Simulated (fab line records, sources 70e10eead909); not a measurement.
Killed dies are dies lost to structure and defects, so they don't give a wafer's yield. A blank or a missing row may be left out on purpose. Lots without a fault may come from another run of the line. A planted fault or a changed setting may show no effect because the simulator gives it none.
fab line records | flow nand_harc
record lots=14 wafers=42 last_day=33
route steps=1302 shown A_STAIRCASE@671
lots that met no fault: from a run of the same line without faults
start_h: hours from the record's first day to the start of the lot's first wafer shown | wait_h: hours since the lot's step before | " the same as in the row above | L1.1+2: a row that stands for several wafers | - no value, or no start given | * or withheld: withheld | < > ~ a bound
route shown NAME@n: a module of which the file shows steps, and the number in the route of the first | usual: mean/standard deviation of fault-free wafers | same: alike in all rows | chamber/n: place in a boat | sites: the reading at each site | _std_site: their standard deviation | _edge_site: outer sites' mean less inner sites' | radius_mm: how far each site lies from the wafer's centre | mask NAME#n: copy n | behind: the tool/chamber that last shaped the wafer | hold: why the lot was held/for how many hours/how that ended | device: the transistor (n, p or np) that didn't switch | end of line: the same wafers' tests at the end of the route | a step without rows: its recipe alone | killed: dies lost to structure and defects at the first sort, not the wafer's yield | map: a wafer's dies, x killed, . not, _ none there
set.NAME: the setting as run; set.NAME@STEP: as run at that earlier step | model.NAME: the simulator's own value behind a step, which no gauge read
steps of the route over a sample of lots; a table a step, a row a wafer
services: from which hour (start_h, from the record's first day; less than 0 if before it) a tool's chamber was out of use, for how many hours, and why
## steps
# step NHARC_A_STAIRCASE_ETCH_15
# recipe target_depth_a=1000 time_s=40.5 ion_energy_ev=400 c4f8_flow_sccm=20 o2_flow_sccm=10 ar_flow_sccm=withheld rf_w=600 bias_w=1000 chemistry=C4F8/O2
# usual oes_product_au=0.940/0.011 rf_vpp_V=896/5.6
# columns lot.wafer tool chamber start_h wait_h oes_product_au rf_hours_counter_h rf_vpp_V
L616.4 rie_diel-07 0 - - 0.928 22 891
L616.1 " 2 " " 0.930 27 901
L616.6 " 0 " " 0.926 - 889
L618.2 rie_diel-06 1 - - 0.950 25 893
L618.1 " 2 " " 0.923 21 895
L618.5 " 3 " " 0.929 - 896
L622.2 rie_diel-11 0 - - 0.948 57 903
L622.4 " 1 " " 0.947 58 886
L622.5 " 0 " " 0.941 - 903
L621.2 rie_diel-06 2 - - 0.951 36 897
L621.3 " 1 " " 0.946 39 894
L621.5 " 3 " " 0.931 - 894
L623.2 rie_diel-11 0 - - 0.923 1 905
L623.5 " 1 " " 0.932 - 906
L623.6 " 3 " " 0.938 - 892
L625.3 rie_diel-06 3 - - 0.922 54 895
L625.1 " 1 " " 0.948 48 894
L625.6 " 3 " " 0.925 - 896
L629.1 rie_diel-07 3 - - 0.922 3 892
L629.4 " 0 " " 0.940 3 890
L629.5 " 3 " " 0.928 - 893
L631.3 rie_diel-07 2 - - 0.939 11 901
L631.1 " 3 " " 0.943 11 893
L631.4 " 0 " " 0.942 9 890
L634.3 rie_diel-11 3 - - 0.951 29 894
L634.2 " 1 " " 0.958 30 907
L634.5 " 3 " " 0.958 - 894
L633.1 rie_diel-07 3 - - 0.926 20 892
L633.3 " 1 " " 0.944 19 887
L633.2 " 2 " " 0.948 19 900
L632.2 rie_diel-11 0 - - 0.924 29 902
L632.6 " 3 " " 0.931 - 893
L632.5 " 0 " " 0.919 - 902
L635.1 rie_diel-07 1 - - 0.958 24 886
L635.4 " 2 " " 0.950 23 904
L635.5 " 3 " " 0.947 - 892
L637.1 rie_diel-07 1 - - 0.949 34 887
L637.6 " 2 " " 0.954 - 903
L637.5 " 3 " " 0.945 - 891
L638.1 rie_diel-06 2 - - 0.941 36 894
L638.4 " 0 " " 0.933 27 897
L638.3 " 1 " " 0.940 28 892
# step NHARC_A_STAIRCASE_TRIM_16
# recipe time_s=211.2 o2_flow_sccm=500 ar_flow_sccm=0 bias_w=0 chemistry=O2
# usual drypump_motor_current_A=5.9/0.42 oes_product_au=0.999/0.0096 rf_vpp_V=57.8/0.9 run_length_s=232.5/0.42 showerhead_plenum_p_Torr=3.54/0.16 throttle_valve_pct=17.036/0.009
# columns lot.wafer tool chamber start_h wait_h drypump_motor_current_A oes_product_au rf_hours_counter_h rf_vpp_V run_length_s showerhead_plenum_p_Torr throttle_valve_pct
L616.4 rie_diel-07 0 - - 6.2 0.999 22 56.8 232.3 3.37 17.033
L616.1 " 1 " " 6.7 1.010 23 56.7 233.0 3.33 17.047
L616.6 " 3 " " 5.6 1.007 - 59.0 232.0 3.45 17.026
L618.1 rie_diel-06 1 - - 6.2 1.009 25 57.7 232.1 3.48 17.036
L618.2 " 2 " " 5.1 0.988 21 59.4 232.9 3.53 17.031
L618.5 " 1 " " 6.2 0.998 - 57.9 232.3 3.48 17.039
L622.4 rie_diel-11 2 - - 5.5 1.012 59 57.2 232.9 3.77 17.041
L622.2 " 3 " " 5.8 0.995 16 57.7 232.0 3.45 17.022
L622.5 " 1 " " 6.1 0.999 - 57.3 232.1 3.27 17.039
L621.3 rie_diel-06 2 - - 5.0 0.994 36 57.9 233.0 3.52 17.054
L621.2 " 1 " " 6.2 1.005 39 57.9 232.5 3.47 17.051
L621.5 " 2 " " 5.1 0.981 - 58.0 233.5 3.52 17.035
L623.2 rie_diel-11 1 - - 6.1 0.995 1 58.0 232.0 3.81 17.038
L623.6 " 0 " " 6.3 0.989 - 58.4 233.3 3.73 17.025
L623.5 " 1 " " 6.1 1.000 - 59.1 232.1 3.81 17.035
L625.3 rie_diel-06 0 - - 6.0 0.997 52 57.3 232.2 3.56 17.040
L625.1 " 1 " " 6.2 1.008 48 57.2 232.2 3.47 17.055
L625.6 " 2 " " 5.0 0.986 - 56.6 232.9 3.51 17.051
L629.1 rie_diel-07 2 - - 5.7 1.007 3 58.7 232.8 3.71 17.029
L629.4 " 0 " " 6.3 1.002 3 58.3 232.6 3.35 17.030
L629.5 " 2 " " 5.7 1.006 - 58.4 232.8 3.71 17.033
L631.3 rie_diel-07 2 - - 5.7 1.007 11 57.3 232.9 3.70 17.033
L631.1 " 3 " " 5.6 0.988 11 57.1 232.4 3.43 17.040
L631.4 " 0 " " 6.2 1.002 10 55.4 232.9 3.35 17.035
L634.2 rie_diel-11 3 - - 5.9 0.998 29 58.0 231.9 3.44 17.055
L634.3 " 0 " " 6.3 0.987 28 58.1 232.6 3.72 17.024
L634.5 " 3 " " 5.9 1.009 - 57.7 232.0 3.44 17.037
L633.1 rie_diel-07 1 - - 6.7 1.015 19 56.7 232.7 3.30 17.035
L633.2 " 2 " " 5.7 1.003 19 59.1 232.7 3.70 17.033
L633.3 " 3 " " 5.6 0.992 20 58.3 232.1 3.42 17.049
L632.2 rie_diel-11 0 - - 6.3 1.005 29 56.6 232.6 3.72 17.038
L632.5 " 2 " " 5.5 1.006 - 58.1 232.7 3.76 17.047
L632.6 " 3 " " 5.9 1.001 - 56.9 232.1 3.44 17.051
L635.1 rie_diel-07 1 - - 6.7 1.012 24 57.6 232.8 3.30 17.038
L635.4 " 3 " " 5.6 0.993 23 57.7 232.4 3.42 17.045
L635.5 " 0 " " 6.2 1.001 - 57.4 232.7 3.34 17.018
L637.1 rie_diel-07 0 - - 6.2 1.010 35 56.1 232.4 3.33 17.048
L637.5 " 2 " " 5.7 1.002 - 59.8 232.7 3.69 17.034
L637.6 " 3 " " 5.6 1.004 - 58.4 231.8 3.42 17.039
L638.3 rie_diel-06 0 - - 6.1 0.995 27 57.8 232.7 3.54 17.047
L638.4 " 1 " " 6.2 0.982 28 58.9 233.0 3.45 17.046
L638.1 " 2 " " 5.1 0.992 36 56.9 233.0 3.49 17.044
# step NHARC_A_STAIRCASE_TRIM_22
# recipe time_s=211.2 o2_flow_sccm=500 ar_flow_sccm=0 bias_w=0 chemistry=O2
# usual drypump_motor_current_A=5.9/0.43 oes_product_au=0.997/0.01 rf_vpp_V=57.7/1 run_length_s=232.5/0.41 showerhead_plenum_p_Torr=3.51/0.14 throttle_valve_pct=17.036/0.0092
# columns lot.wafer tool chamber start_h wait_h drypump_motor_current_A oes_product_au rf_hours_counter_h rf_vpp_V run_length_s showerhead_plenum_p_Torr throttle_valve_pct
L616.4 rie_diel-07 3 368.22 - 5.7 1.013 27 56.4 231.7 3.45 17.041
L616.1 " 0 " " 6.2 0.997 23 55.9 232.6 3.37 17.042
L616.6 " 2 " " 5.7 0.994 - 58.8 233.0 3.73 17.039
L618.1 rie_diel-07 3 371.09 - 5.6 1.006 28 56.1 232.2 3.45 17.026
L618.2 " 2 " " 5.7 0.998 29 57.3 233.0 3.73 17.050
L618.5 " 3 " " 5.6 0.998 - 57.8 232.1 3.45 17.043
L622.2 rie_diel-07 1 429.21 - 6.7 0.997 42 58.5 232.8 3.32 17.025
L622.4 " 2 " " 5.7 1.011 46 59.3 232.7 3.72 17.027
L622.5 " 3 " " 5.6 1.010 - 56.7 231.8 3.44 17.029
L621.3 rie_diel-07 3 434.14 - 5.6 0.992 46 56.0 231.7 3.44 17.038
L621.2 " 1 " " 6.7 1.014 43 56.6 232.7 3.32 17.035
L621.5 " 0 " " 6.3 0.982 - 55.8 293.8 3.36 17.043
L623.2 rie_diel-11 1 446.54 - 6.1 1.011 2 59.1 232.1 3.81 17.052
L623.6 " 3 " " 5.9 1.009 - 56.1 232.0 3.45 17.030
L623.5 " 1 " " 6.1 1.008 - 58.3 232.0 3.81 17.047
L625.1 rie_diel-07 1 455.00 - 6.7 1.013 55 57.6 232.7 3.32 17.041
L625.3 " 2 " " 5.7 0.993 59 58.4 232.8 3.71 17.021
L625.6 " 0 " " 6.2 0.980 - 59.1 293.3 3.36 17.026
L629.4 rie_diel-11 3 488.70 - 5.9 1.005 15 58.8 232.4 3.44 17.043
L629.1 " 0 " " 6.2 0.988 15 58.3 232.7 3.72 17.018
L629.5 " 3 " " 5.9 1.006 - 57.7 232.0 3.44 17.027
L631.1 rie_diel-06 2 512.41 - 5.0 0.994 5 56.6 232.9 3.51 17.034
L631.4 " 3 " " 6.1 1.002 5 57.6 232.7 3.49 17.021
L631.3 " 0 " " 6.1 0.987 4 58.1 232.1 3.55 17.037
L634.2 rie_diel-06 0 532.01 - 6.1 1.004 13 56.0 232.1 3.55 17.047
L634.3 " 3 " " 6.1 0.983 17 56.5 232.8 3.48 17.039
L634.5 " 1 " " 6.2 0.981 - 56.7 232.1 3.46 17.045
L633.2 rie_diel-07 0 532.61 - 6.2 1.008 21 57.6 232.3 3.34 17.056
L633.3 " 1 " " 6.7 1.007 20 56.8 232.7 3.30 17.044
L633.1 " 2 " " 5.7 1.002 19 59.7 232.8 3.70 17.034
L632.2 rie_diel-06 1 532.72 - 6.2 0.979 16 57.6 232.6 3.46 17.043
L632.6 " 3 " " 6.0 0.995 - 58.3 232.6 3.48 17.046
L632.5 " 0 " " 6.0 0.995 - 56.7 232.3 3.55 17.035
L635.1 rie_diel-06 3 548.30 - 6.0 0.997 21 57.9 233.2 3.48 17.042
L635.4 " 2 " " 5.1 0.986 23 58.4 232.8 3.50 17.025
L635.5 " 3 " " 6.0 1.004 - 57.5 233.0 3.48 17.018
L637.1 rie_diel-07 3 573.12 - 5.6 0.994 31 58.0 231.8 3.42 17.040
L637.5 " 1 " " 6.7 1.014 - 55.9 232.7 3.29 17.025
L637.6 " 2 " " 5.7 1.002 - 58.8 232.8 3.69 17.020
L638.4 rie_diel-07 3 582.42 - 5.7 0.978 33 56.7 232.0 3.41 17.037
L638.3 " 0 " " 6.2 1.003 38 57.2 232.7 3.33 17.049
L638.1 " 1 " " 6.6 1.011 37 57.1 232.9 3.29 17.036
# step NHARC_A_STAIRCASE_TRIM_24
# recipe time_s=211.2 o2_flow_sccm=500 ar_flow_sccm=0 bias_w=0 chemistry=O2
# usual drypump_motor_current_A=5.9/0.44 oes_product_au=0.999/0.0089 rf_vpp_V=57.7/0.87 run_length_s=232.6/0.42 showerhead_plenum_p_Torr=3.52/0.15 throttle_valve_pct=17.036/0.0083
# columns lot.wafer tool chamber start_h wait_h drypump_motor_current_A oes_product_au rf_hours_counter_h rf_vpp_V run_length_s showerhead_plenum_p_Torr throttle_valve_pct
L616.4 rie_diel-07 3 - - 5.6 1.018 27 58.8 231.8 3.45 17.043
L616.1 " 0 " " 6.3 0.997 23 57.4 233.0 3.37 17.030
L616.6 " 2 " " 5.7 1.004 - 58.6 232.6 3.73 17.019
L618.1 rie_diel-07 3 - - 5.6 1.006 28 57.0 231.7 3.45 17.029
L618.2 " 0 " " 6.2 0.996 24 56.9 232.4 3.37 17.035
L618.5 " 2 " " 5.7 0.997 - 58.2 232.6 3.73 17.039
L622.4 rie_diel-07 3 - - 5.6 0.997 46 58.2 232.3 3.44 17.047
L622.2 " 1 " " 6.7 1.007 42 56.4 232.9 3.32 17.030
L622.5 " 3 " " 5.6 1.001 - 58.0 232.1 3.44 17.040
L621.3 rie_diel-07 0 - - 6.2 0.986 43 58.7 232.5 3.36 17.043
L621.2 " 1 " " 6.7 1.016 43 57.6 232.9 3.32 17.027
L621.5 " 2 " " 5.7 0.994 - 57.6 232.7 3.72 17.025
L623.2 rie_diel-11 1 - - 6.1 1.003 2 59.5 232.4 3.81 17.037
L623.5 " 3 " " 5.9 0.998 - 58.4 231.9 3.45 17.025
L623.6 " 0 " " 6.2 0.984 - 59.4 232.9 3.73 17.041
L625.3 rie_diel-07 2 - - 5.7 0.995 59 56.5 233.0 3.71 17.018
L625.1 " 1 " " 6.7 1.009 56 56.8 232.6 3.32 17.031
L625.6 " 2 " " 5.7 1.003 - 57.9 232.6 3.71 17.036
L629.1 rie_diel-11 3 - - 5.9 1.014 16 57.4 231.9 3.44 17.044
L629.4 " 1 " " 6.1 1.001 16 58.4 232.8 3.80 17.021
L629.5 " 2 " " 5.5 1.004 - 57.1 233.2 3.77 17.039
L631.3 rie_diel-06 3 - - 6.0 1.011 5 56.4 232.5 3.48 17.022
L631.1 " 0 " " 6.1 0.986 5 57.9 232.5 3.55 17.031
L631.4 " 1 " " 6.2 0.997 4 57.0 232.8 3.46 17.036
L634.3 rie_diel-06 2 - - 5.0 0.992 19 57.0 232.9 3.50 17.035
L634.2 " 0 " " 6.1 0.990 13 58.2 232.1 3.55 17.023
L634.5 " 1 " " 6.2 0.984 - 59.2 232.1 3.45 17.045
L633.3 rie_diel-07 3 - - 5.6 0.992 20 57.0 232.5 3.42 17.045
L633.2 " 0 " " 6.2 1.009 21 56.3 232.4 3.34 17.039
L633.1 " 1 " " 6.7 1.015 20 55.9 232.6 3.30 17.047
L632.2 rie_diel-06 3 - - 6.0 0.989 18 58.0 232.4 3.48 17.046
L632.6 " 2 " " 5.0 0.994 - 57.1 232.9 3.50 17.029
L632.5 " 3 " " 6.0 0.996 - 57.2 232.9 3.48 17.042
L635.4 rie_diel-06 3 - - 6.0 1.010 21 56.5 232.8 3.48 17.035
L635.1 " 1 " " 6.2 0.996 19 58.0 232.9 3.45 17.036
L635.5 " 2 " " 5.0 0.981 - 57.2 232.7 3.50 17.033
L637.1 rie_diel-07 1 - - 6.7 1.002 34 57.7 232.7 3.29 17.041
L637.5 " 0 " " 6.2 1.011 - 56.5 232.5 3.33 17.038
L637.6 " 1 " " 6.7 1.014 - 57.6 232.7 3.29 17.023
L638.4 rie_diel-07 3 - - 5.6 0.996 34 56.7 232.1 3.41 17.034
L638.1 " 0 " " 6.3 1.008 38 57.9 232.6 3.33 17.039
L638.3 " 2 " " 5.7 0.998 34 57.2 233.5 3.69 17.033
## services
# columns tool chamber start_h hours kind
rie_diel-07 0 352.25 - clean
rie_diel-07 1 352.25 - clean
rie_diel-07 2 352.25 - clean
rie_diel-07 3 352.25 - clean
rie_diel-06 0 361.16 15.7 repair
rie_diel-07 0 379.52 - clean
rie_diel-07 1 379.52 - clean
rie_diel-07 2 379.52 - clean
rie_diel-07 3 379.52 - clean
rie_diel-11 0 392.78 2.9 repair
rie_diel-07 0 404.02 - clean
rie_diel-07 1 404.02 - clean
rie_diel-07 2 404.02 - clean
rie_diel-07 3 404.02 - clean
rie_diel-06 1 426.34 5.9 repair
rie_diel-06 2 426.38 3.7 repair
rie_diel-07 0 428.59 - clean
rie_diel-11 - 433.04 9.0 pm
rie_diel-07 - 471.25 9.0 pm
rie_diel-06 - 484.33 9.0 pm
rie_diel-11 - 521.51 1.2 repair
rie_diel-07 3 535.55 3.8 repair
rie_diel-06 1 570.09 5.1 repair
rie_diel-06 - 574.03 0.3 repair
## key
first_sign step=NHARC_A_STAIRCASE_TRIM_22 reading=run_length_s direction=up sigmas=99+ usual=* struck=*
effect none on later readings
met_at NHARC_A_STAIRCASE_TRIM_22
struck_lots L621,L625
struck_wafers L621.5,L625.6
later_rows_left_out L621.5,L625.6
sort_left_out L621.5,L625.6
tester_left_out L621,L625
not_acting_at NHARC_A_STAIRCASE_ETCH_15,NHARC_A_STAIRCASE_TRIM_16,NHARC_A_STAIRCASE_TRIM_24
onset_between 368.22 434.14
fault kind=process_parameter_drift tool=rie_diel-07 chamber=0 onset_h=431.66 steps=NHARC_A_STAIRCASE_TRIM_22 channel=time_s offset=* shape=step end_h=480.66 acts_in=* stated=*
# tester_left_out: of these lots the tester's yield and bins aren't shown, on N5 and GAA mostly nor the transistor test; their killed dies are dies lost to structure and defects alone, not to doping, threshold or leakage, so they don't give the yield
# sort_left_out: the simulated sort isn't trusted on such a fault, so these wafers' sort isn't shown, and their yield isn't known
# later_rows_left_out: the simulator's readings of these wafers behind a module that went badly wrong aren't trusted and aren't shown, but for the sort
